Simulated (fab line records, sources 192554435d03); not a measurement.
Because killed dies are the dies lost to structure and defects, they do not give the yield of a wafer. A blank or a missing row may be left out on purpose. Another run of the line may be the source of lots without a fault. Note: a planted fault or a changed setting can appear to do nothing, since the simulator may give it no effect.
Problem report, 8D (eight disciplines) form, completed by code -- flow n5-finfet -- the parts of the form that need people (team, actions taken, sign-off) are left out

## 1. THE PROBLEM
HMC_CMP_THK at N5_PMOS_HMC_CHANNEL_EPI_THK_MEAS_22 reads a mean of 45.8 nm on 6 wafers of 2 lots; wafers without a fault read 53.7 nm with a standard deviation of 0.8. That puts it -9.9 standard deviations away from the usual mean.
First observed at day 5 02:01: wafer L567.3, on film-metro-02. Wafers with a number at this step in the record: 27, from 9 lots. Rule for "out", or "out of limits": more than 4 standard deviations from the usual mean. The rest of the wafers with a number are treated as sound.

## 2. WHAT IT IS, WHAT IT ISN'T
question,is,is not
which readings at this step,HMC_CMP_THK,-
which lots,"L567, L568","L556, L558, L560, L563, L573, L574, L577"
which wafers of those lots,all that have a number,-
read on which gauges,"film-metro-01, film-metro-02",-
when,from day 5 02:01,"up to then (12 sound wafers); but 9 sound wafers of L573, L574, L577 came after"

## 3. WHAT RULES OUT EACH SUSPECT
Counting: a tool stays on the suspect list if, at a process step up to the reading, it processed all lots that are out and no sound lot following the first of them.
- the gauge at N5_PMOS_HMC_CHANNEL_EPI_THK_MEAS_22 has been ruled out. 2 gauges (film-metro-01, film-metro-02) read the wafers that are out.
- plasma-asher-02 at N5_ZERO_LAYER_STRIP_24 (strips in O2): kept. It ran every lot that is out, first L567 (day 4 19:21), and no sound lot after that.
- rie-si-05 at N5_PMOS_HMC_CHANNEL_EPI_FIN_RECESS_16 (chemistry HBr/Cl2, target Si, target depth 54 nm, time 18 s): kept. It ran every lot that is out, first L567 (day 5 00:13), and no sound lot after that; its last sound lot up to then is L563 (day 3 23:59).
The count leaves rie-si-05 at N5_PMOS_HMC_CHANNEL_EPI_FIN_RECESS_16 and plasma-asher-02 at N5_ZERO_LAYER_STRIP_24.

## 4. THE CAUSE (what the simulator had put in)
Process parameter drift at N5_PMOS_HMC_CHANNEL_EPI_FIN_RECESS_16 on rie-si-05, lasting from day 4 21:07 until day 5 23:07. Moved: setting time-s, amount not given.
Of the 2 suspects that counting leaves, this tool is one.

## 5. SEQUENCE OF EFFECTS, ordered by route
Rows list readings where the struck wafers' mean (over those with a number) sits beyond 3 standard deviations from the usual. Readings are gone through only where the record gives a usual standard deviation; hours: the median, over the lots, of the time from a lot's start at the first step in this table giving one to that lot's start at this step; sigmas: the change measured in usual standard deviations.
hours,step,reading,usual,on struck wafers,change,sigmas
0,N5_PMOS_HMC_CHANNEL_EPI_THK_MEAS_22,HMC_CMP_THK,53.7 nm,45.8,-7.9,-9.9
292,N5_PASSIVATION_PROBE_49,sort_bin_8_speed,0.00 %,0.08,+0.08,+3.8
Its process steps:
- N5_PASSIVATION_PROBE_49
Readings that are blank on the struck wafers while sound wafers have them: rf-fwd-power-W at N5_PMOS_HMC_CHANNEL_EPI_FIN_RECESS_16.
Later steps that measure or inspect, where all struck wafers having a row at the step show a number for every such reading and not one has moved that far: N5_BEOL_M4_RC_MEAS_101.

## 6. WHAT WOULD HAVE CAUGHT IT SOONER
Counted from the fault's start at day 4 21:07, it took 5 hours until the first out-of-limits reading at a measuring or inspecting step in this record, taken at day 5 02:01.
Of the lots that are out (2), L568 began N5_PMOS_HMC_CHANNEL_EPI_FIN_RECESS_16 on rie-si-05 after day 5 02:01. Putting the tool on hold at that point would have spared it.
